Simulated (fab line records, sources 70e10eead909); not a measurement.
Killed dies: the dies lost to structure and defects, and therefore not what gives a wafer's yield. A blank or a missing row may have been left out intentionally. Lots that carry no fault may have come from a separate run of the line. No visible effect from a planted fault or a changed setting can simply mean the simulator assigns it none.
Comparing a struck lot with a sound one    flow nand_harc    16 steps out of a route of 1302
Sound: the wafers L399.3, L399.4, L399.6. Struck: wafer L404.2; the same lot's L404.1 was not struck, so it is left out; see the end for the cause.
Each step with rows lists, per side, the tool, then ch with its chambers, then its first start. Under that, the readings that differ: sound wafers    struck wafers    difference of the means    sigmas: that difference in standard deviations of wafers without a fault.
alike: same words and numbers on both sides, and readings whose means sit less than 2 such deviations apart. not compared: any withheld reading, any reading some wafer has no value for, any bound like >300 that may hide the same value, and any number with overlapping values for which the record gives no deviation.
A row with sigmas, a row that says differs or no value, or rows on one side alone: a step with any of these is where the two part. Numbers that don't overlap but have no deviation are shown without sigmas and don't part them. A reading that every wafer of one side lacks parts them only if that side has two wafers or more.

NHARC_A_ONON_D2_THK_MEAS_02: measures by ellipsometry.
  struck on film_metro-01, day 16 07:32; sound on film_metro-01, day 14 19:54
  alike: thk_nm
then NHARC_A_ONON_D2_DEP_03 (target thk 1000 nm), 1 step lacking rows for these wafers.
NHARC_A_ONON_D2_THK_MEAS_05: measures by ellipsometry.
  struck on film_metro-02, day 16 08:05; sound on film_metro-01, day 14 20:28
  alike: thk_nm
then NHARC_A_ONON_D2_DEP_06 (target thk 1000 nm), 1 step lacking rows for these wafers.
NHARC_A_ONON_D2_THK_MEAS_08: measures by ellipsometry.
  struck on film_metro-01, day 16 08:39; sound on film_metro-02, day 14 21:02
  alike: thk_nm
then NHARC_A_ONON_D2_DEP_09 (target thk 1000 nm), 1 step lacking rows for these wafers.
NHARC_A_ONON_D2_THK_MEAS_11: measures by ellipsometry.
  struck on film_metro-01, day 16 09:13; sound on film_metro-02, day 14 21:35
reading      sound           struck  difference  sigmas
thk_nm (nm)  1004 1005 1004  984     -20         -2
then NHARC_A_ONON_D2_DEP_12 (target thk 1000 nm), 1 step lacking rows for these wafers.
NHARC_A_ONON_D2_THK_MEAS_14: measures by ellipsometry.
  struck on film_metro-02, day 16 09:47; sound on film_metro-02, day 14 22:10
  alike: thk_nm
then, 2 steps without rows for these wafers: NHARC_A_ONON_D2_ANNEAL_15 (time 3600 s); NHARC_A_ONON_D2_DEP_16 (target thk 1000 nm).
NHARC_A_ONON_D2_THK_MEAS_18: measures by ellipsometry.
  struck on film_metro-01, day 16 17:29; sound on film_metro-01, day 15 07:16
  alike: thk_nm
NHARC_A_ONON_D2_DEP_19: target thk 1000 nm.
  sound on pecvd_onon-03 ch 0, day 15 07:26; struck on pecvd_onon-03 ch 0, day 16 17:32
  alike: n2o_flow_sccm
NHARC_A_ONON_D2_THK_MEAS_21: measures by ellipsometry.
  struck on film_metro-01, day 16 18:04; sound on film_metro-02, day 15 07:49
reading      sound           struck  difference  sigmas
thk_nm (nm)  1005 1004 1004  1326    +322        +32
then NHARC_A_ONON_D2_DEP_22 (target thk 1000 nm), 1 step lacking rows for these wafers.
NHARC_END_SORT_01:
  the record has rows for the sound wafers here (prober-02 ch 0, day 27 03:24) and none for the struck ones

WHERE THEY PART
Last at NHARC_END_SORT_01 as far as this record goes, first at NHARC_A_ONON_D2_THK_MEAS_11.

WHY: what the simulator had put in
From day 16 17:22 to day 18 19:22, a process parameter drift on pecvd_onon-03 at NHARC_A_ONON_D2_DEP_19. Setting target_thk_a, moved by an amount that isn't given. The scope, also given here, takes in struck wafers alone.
